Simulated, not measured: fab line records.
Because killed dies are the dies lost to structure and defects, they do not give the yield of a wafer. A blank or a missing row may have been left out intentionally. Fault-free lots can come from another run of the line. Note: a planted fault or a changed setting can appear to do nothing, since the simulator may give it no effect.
A lot that was struck, set against a sound lot -- flow n5Finfet -- 39 out of 1938 route steps
Sound: wafers L242.1, L242.4, L242.5. The struck wafers were L234.3, L234.4, L234.5. The cause is given at the end.
Per side, at each step with rows, come the tool, then ch with its chambers, and then its first start. Under that, the readings that differ: sound wafers -- struck wafers -- difference of the means -- sigmas: that difference in standard deviations of wafers without a fault.
alike: same words and numbers on both sides, and readings whose means sit less than 2 such deviations apart. not compared: any withheld reading, any reading some wafer has no value for, any bound like >300 that may hide the same value, and any number with overlapping values for which the record gives no deviation.
Wherever a step has rows on one side only, a row that says differs or no value, or a row with sigmas, the two part there. Non-overlapping numbers with no deviation appear without sigmas and do not part them. A reading missing from all wafers of one side parts the sides only when that side holds two or more wafers.

first, 9 steps without rows for these wafers: N5_SDB_CMP_30 (polishes, stops on poly-Si, t overpolish 1.54 s, target thk 30 nm); N5_DUMMY_REMOVAL_HM_STRIP_01 (strips SiNx in CH3F/O2, stops on poly-Si, target depth 4 nm, time 6.8 s); N5_DUMMY_REMOVAL_STRIP_10 (strips in N2/H2, time 40 s); N5_DUMMY_REMOVAL_PRECLEAN_07 (cleans in dHF, time 30 s); N5_DUMMY_REMOVAL_DUMMY_REMOVE_02 (chemistry TMAH, target poly-Si, stops on SiO2, target depth 142 nm, time 57 s, rinse time 30 s); N5_DUMMY_REMOVAL_PRECLEAN_08 (cleans in NF3:NH3, afs cycles 2, time 20 s, sublimation time 60 s); N5_DUMMY_REMOVAL_PRECLEAN_04 (cleans in DHF, time 37 s); N5_DUMMY_REMOVAL_SRD_05 (time 30 s); N5_HKMG_FIN_IL_REGROW_00 (material SiO2, chemistry O3, target thk 0.75 nm, time 30 s).
N5_HKMG_FIN_HK_ALD_01: deposits HfO2, target thk 1.6 nm, pulse time 3 s, purge time 3 s.
  sound on aldHk-02 ch 0,1,2, day 8 06:01; struck on aldHk-03 ch 0,1, day 6 06:05
  no value came back on the struck wafers for aldCycles, coReactantPulseTimeS (s), precursorPulseHeightRel; on the sound wafers aldCycles reads 30 30 30
then, 26 steps without rows for these wafers: N5_HKMG_FIN_HK_ANNEAL_02 (time 30 s); N5_HKMG_FIN_ALD_74 (deposits La2O3, target thk 0.5 nm, pulse time 6 s, co reactant pulse time 1 s); N5_HKMG_FIN_ALD_75 (deposits Al2O3, target thk 1 nm, co reactant pulse time 1 s); N5_HKMG_FIN_COAT_41 (time 60 s, resist thk 300 nm); N5_HKMG_FIN_COAT_42 (time 60 s, resist thk 35 nm); N5_HKMG_FIN_COAT_43 (resist thk 90 nm); N5_HKMG_FIN_EBR_45; N5_HKMG_FIN_SOFTBAKE_44 (time 60 s); N5_HKMG_FIN_EXPOSE_46 (exposes mask NDIPOLE); N5_HKMG_FIN_PEB_47 (peb time 60 s); N5_HKMG_FIN_DEVELOP_48 (develop time 30 s); N5_HKMG_FIN_DESCUM_53 (chemistry O2, time 7.9 s); N5_HKMG_FIN_ETCH_54 (etches SiARC in CF4, target depth 45.5 nm, time 75.8 s); N5_HKMG_FIN_ETCH_55 (etches SOC in N2/H2, target depth 240 nm, time 300 s); N5_HKMG_FIN_STRIP_56 (strips in N2/H2); N5_HKMG_FIN_STRIP_57 (strips in CF4); N5_HKMG_FIN_ETCH_58 (etches SOC in N2/H2, target depth 215.8 nm, time 741 s); N5_HKMG_FIN_STRIP_93 (strips SOC in N2/H2, time 20 s); N5_HKMG_FIN_WET_ETCH_76 (etches Al2O3 in dNH4OH, stops on La2O3, target depth 2.25 nm, rinse time 30 s); N5_HKMG_FIN_STRIP_60 (strips in N2/H2, time 360 s); N5_HKMG_FIN_WET_ETCH_77 (etches La2O3 in dHCl, stops on HfO2, target depth 2 nm); N5_HKMG_FIN_WET_ETCH_78 (etches Al2O3 in dNH4OH, stops on La2O3, target depth 4.5 nm, rinse time 30 s); N5_HKMG_FIN_ALD_79 (deposits TiN, target thk 1.5 nm, pulse time 1 s, purge time 3 s); N5_HKMG_FIN_CVD_62 (deposits a-Si from Si2H6, target thk 3 nm, time 20.8 s); N5_HKMG_FIN_RTA_80 (time 2 s); N5_HKMG_FIN_PRECLEAN_64 (cleans in dHF, time 30 s).
N5_HKMG_FIN_THK_MEAS_70: measures by xrf.
  sound on filmMetro-01 at day 8 10:08; struck on filmMetro-01 at day 6 09:41
reading,sound,struck,difference,sigmas
HK_THK (nm),1.591 1.569 1.573,<0.001 <0.001 <0.001,differs,
N5_BEOL_M4_RC_MEAS_101:
  the record has rows for the sound wafers here (prober-01 ch 0, day 12 09:22) and none for the struck ones
-- record jumps: 8 days separate the struck wafers' starts on either side; left off in module BEOL_M4, taken up again in module PASSIVATION, whose first shown step is the route's number 1936 --
N5_PASSIVATION_PROBE_49:
  sound on prober-01 at day 16 08:23; struck on prober-02 at day 14 13:52
reading,sound,struck,difference,sigmas
defectLimitedYield (%),90.1 89.0 92.4,0 0 0,-90,-60
killedAtFrontEnd,62 52 36,1120 1123 1129,+1074,+90
killedDies,117 130 90,1180 1180 1180,+1068,+63
killedOnRim,16 23 8,152 152 152,+136,+32
sort_bin_5_function (%),5.7 6.4 4.5,96.5 94.4 95.5,+89.9,+96
sortNPass,1063 1050 1090,0 0 0,-1068,-63
sortYieldPct (%),90.1 89.0 92.4,0 0 0,-90,-60
  alike: killed_at_M0_to_M3, killed_at_M4_up, killedAtContacts, killedAtOther, killedOpen, killedShort, sort_bin_6_memory

== WHERE THEY PART ==
At N5_HKMG_FIN_HK_ALD_01 first; at N5_PASSIVATION_PROBE_49 last (within this record only).

WHY: whatever the simulator had introduced
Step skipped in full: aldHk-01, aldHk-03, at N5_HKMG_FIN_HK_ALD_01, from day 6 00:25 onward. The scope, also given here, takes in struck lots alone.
